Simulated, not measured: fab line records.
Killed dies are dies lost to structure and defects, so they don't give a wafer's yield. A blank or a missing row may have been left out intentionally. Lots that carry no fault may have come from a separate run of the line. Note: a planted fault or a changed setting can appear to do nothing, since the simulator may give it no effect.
Chamber matching ; flow n5_finfet ; 3 sister chambers for N5_BEOL_M4_CO_CAP_55 on cvd_co-02
The step material Co, precursor CCTBA/H2, target thk 2 nm, time 102.1 s. 3 wafers are shown with their chamber, then 8 later ones without.

EACH WAFER AND ITS CHAMBER
wafer;chamber;heater_power_outer_w (W)
L815.5;0;127
L818.3;1;113
L819.1;2;120

WAFERS WITH NO CHAMBER GIVEN
wafer;heater_power_outer_w (W)
L819.3;127
L819.6;129
L821.1;111
L821.4;124
L821.5;128
L828.2;108
L828.4;122
L828.6;130

WHICH CHAMBER EACH ONE RAN IN
wafer;from the rows above;in truth
L819.3;0;0
L819.6;0;0
L821.1;1;1
L821.4;can't be placed: 0 or 2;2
L821.5;0;0
L828.2;1;1
L828.4;can't be placed: 2 or 0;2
L828.6;0;0
Correct placement for 6 of the 8. Cannot be placed on the basis of these rows: 2; the candidates contain the true chamber in 2. Number placed wrongly: 0.
How it was worked out, from the rows above alone: a wafer's distance from a chamber is the root of the sum, over the readings, of the square of ((its reading less the chamber's mean) divided by the reading's scatter). The wafer belongs to the nearest chamber; if the next one is less than 2 further off, it can't be placed. The mean given for a chamber averages the wafers shown for that chamber. The scatter: root of mean squared gap, hidden wafer to nearest shown wafer, with one shown wafer a chamber.
